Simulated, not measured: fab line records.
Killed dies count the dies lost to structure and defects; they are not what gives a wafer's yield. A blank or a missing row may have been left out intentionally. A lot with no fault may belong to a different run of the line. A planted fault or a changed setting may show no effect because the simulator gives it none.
A sampling plan put to the test ; flow nand_harc ; each of the 17 faults these records tell of, on one fab line, judged from the records of the lots it struck
The plan consists of the line's own looks: route steps at which the wafer is read by a gauge or an inspection but not changed. Where struck wafers have a number at a look and the file lists that look's usual mean and standard deviation on fault-free wafers, the look can be judged. Caught: a look later than the fault's first step finds the struck wafers' mean 4 or more of those standard deviations (sigma) from the usual mean. On the tool: here the same test is run on the tool's own readings at the fault's steps. If the struck wafers alone have a blank record, or they carry another recipe, that too counts as caught.

== THE FAULTS, as the simulator had put them in ==
1. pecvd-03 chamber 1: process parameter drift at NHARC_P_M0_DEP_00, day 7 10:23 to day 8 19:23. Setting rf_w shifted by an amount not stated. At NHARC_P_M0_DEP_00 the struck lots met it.
2. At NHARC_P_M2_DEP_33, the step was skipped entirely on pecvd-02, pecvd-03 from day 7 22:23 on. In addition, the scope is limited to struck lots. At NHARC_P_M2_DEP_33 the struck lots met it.
3. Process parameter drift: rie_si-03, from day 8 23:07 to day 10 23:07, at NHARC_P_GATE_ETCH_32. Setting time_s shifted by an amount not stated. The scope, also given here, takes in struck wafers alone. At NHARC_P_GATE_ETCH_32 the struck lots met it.
4. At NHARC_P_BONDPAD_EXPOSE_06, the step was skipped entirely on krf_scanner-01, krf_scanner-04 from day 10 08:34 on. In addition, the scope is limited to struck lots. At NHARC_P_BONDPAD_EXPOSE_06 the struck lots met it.
5. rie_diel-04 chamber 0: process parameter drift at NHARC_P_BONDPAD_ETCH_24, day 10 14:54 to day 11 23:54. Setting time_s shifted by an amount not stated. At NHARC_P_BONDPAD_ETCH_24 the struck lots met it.
6. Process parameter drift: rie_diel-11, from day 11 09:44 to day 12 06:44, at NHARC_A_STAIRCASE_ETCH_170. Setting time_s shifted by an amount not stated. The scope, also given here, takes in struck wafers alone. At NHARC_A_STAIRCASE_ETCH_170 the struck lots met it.
7. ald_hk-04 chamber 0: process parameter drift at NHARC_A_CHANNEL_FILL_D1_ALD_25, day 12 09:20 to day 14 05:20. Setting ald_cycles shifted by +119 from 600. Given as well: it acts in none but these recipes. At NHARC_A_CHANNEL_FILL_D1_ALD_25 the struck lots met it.
8. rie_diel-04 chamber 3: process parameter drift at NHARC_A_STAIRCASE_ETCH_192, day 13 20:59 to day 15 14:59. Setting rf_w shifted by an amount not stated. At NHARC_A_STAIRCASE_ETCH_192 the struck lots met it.
9. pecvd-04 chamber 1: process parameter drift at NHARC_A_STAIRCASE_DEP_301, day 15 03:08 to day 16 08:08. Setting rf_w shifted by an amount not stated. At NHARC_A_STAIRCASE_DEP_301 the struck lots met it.
10. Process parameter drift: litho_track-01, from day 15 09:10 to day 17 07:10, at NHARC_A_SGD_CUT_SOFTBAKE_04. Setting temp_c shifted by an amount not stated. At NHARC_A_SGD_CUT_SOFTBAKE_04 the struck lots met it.
11. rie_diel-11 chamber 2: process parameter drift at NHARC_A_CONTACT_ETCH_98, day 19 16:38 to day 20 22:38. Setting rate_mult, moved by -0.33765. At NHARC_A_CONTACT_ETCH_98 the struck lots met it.
12. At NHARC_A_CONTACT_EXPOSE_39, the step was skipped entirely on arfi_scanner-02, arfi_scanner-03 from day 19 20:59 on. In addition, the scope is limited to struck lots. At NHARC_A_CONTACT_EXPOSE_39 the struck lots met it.
13. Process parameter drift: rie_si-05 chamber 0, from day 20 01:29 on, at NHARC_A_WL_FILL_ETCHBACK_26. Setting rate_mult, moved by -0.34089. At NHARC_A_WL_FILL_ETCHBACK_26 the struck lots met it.
14. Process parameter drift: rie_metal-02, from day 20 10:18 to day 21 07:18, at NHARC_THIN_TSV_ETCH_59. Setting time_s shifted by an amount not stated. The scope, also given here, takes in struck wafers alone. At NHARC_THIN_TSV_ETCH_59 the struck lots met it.
15. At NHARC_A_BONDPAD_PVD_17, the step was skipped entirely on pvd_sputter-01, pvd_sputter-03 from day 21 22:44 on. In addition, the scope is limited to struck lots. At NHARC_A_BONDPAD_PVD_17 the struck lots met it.
16. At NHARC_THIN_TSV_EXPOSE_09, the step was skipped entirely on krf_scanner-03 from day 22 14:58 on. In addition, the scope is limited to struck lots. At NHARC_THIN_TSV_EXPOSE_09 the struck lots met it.
17. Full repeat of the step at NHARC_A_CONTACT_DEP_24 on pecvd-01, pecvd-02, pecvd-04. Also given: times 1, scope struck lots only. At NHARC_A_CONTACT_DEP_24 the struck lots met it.

== WHAT THE PLAN SAW ==
fault;on the tool itself;first look that catches it;reading, sigma;median hours from its first step to that look;hours from the fault's start to the first struck lot there;judged looks passed uncaught
1;rf_fwd_power_W +53 sigma;not the one look that can be judged after it;-;-;-;1
2;the tool's record is blank for the struck wafers;not the one look that can be judged after it;-;-;-;1
3;under 2 sigma;not the one look that can be judged after it;-;-;-;1
4;no reading that can be judged;no look after it can be judged;-;-;-;0
5;run_length_s -33 sigma;none of the 2 looks that can be judged after it;-;-;-;2
6;run_length_s +26 sigma;no look after it can be judged;-;-;-;0
7;under 2 sigma;not the one look that can be judged after it;strongest: killed_open at NHARC_END_SORT_01, +3.3;-;-;1
8;rf_fwd_power_W -39 sigma;no look after it can be judged;-;-;-;0
9;rf_fwd_power_W +99 or beyond sigma;not the one look that can be judged after it;-;-;-;1
10;heater_power_total_W +23 sigma;no look after it can be judged;-;-;-;0
11;oes_product_au -10 sigma;NHARC_END_SORT_01;killed_at_array +52;51.3;58;0
12;no reading that can be judged;no look after it can be judged;-;-;-;0
13;oes_product_au -20 sigma;no look after it can be judged;-;-;-;0
14;run_length_s -19 sigma;no look after it can be judged;-;-;-;0
15;the tool's record is blank for the struck wafers;no look after it can be judged;-;-;-;0
16;no reading that can be judged;no look after it can be judged;-;-;-;0
17;under 2 sigma;no look after it can be judged;-;-;-;0
Dash: fault not caught, or number not given in these records.

Caught at a look: 1 of 17. Caught on the tool: 11 of 17. By one or the other: 11 of 17.
Caught on the tool alone: faults 1, 2, 5, 6, 8, 9, 10, 13, 14, 15.
Caught by neither: faults 3, 4, 7, 12, 16, 17.

== THINNER SAMPLING ==
Were the look that catches a fault to measure just every second or every third lot (counted by lot number), the first struck lot would, at worst, be measured this late:
fault;struck lots at that look, in order of time;every lot;every second lot;every third lot
11;L903, L902;58 h;59 h;may miss all 2
Hours count from the start of the fault until the first struck lot that is measured. 4 sigma limit: tested on the pooled struck wafers, so a lone lot may be under it. Other struck lots may not be in these records.

== THE LONGEST TIMED WAY FROM STEP TO LOOK ==
In fault 11, a median of 51.3 hours elapses between NHARC_A_CONTACT_ETCH_98 and NHARC_END_SORT_01. No look between them can be judged.
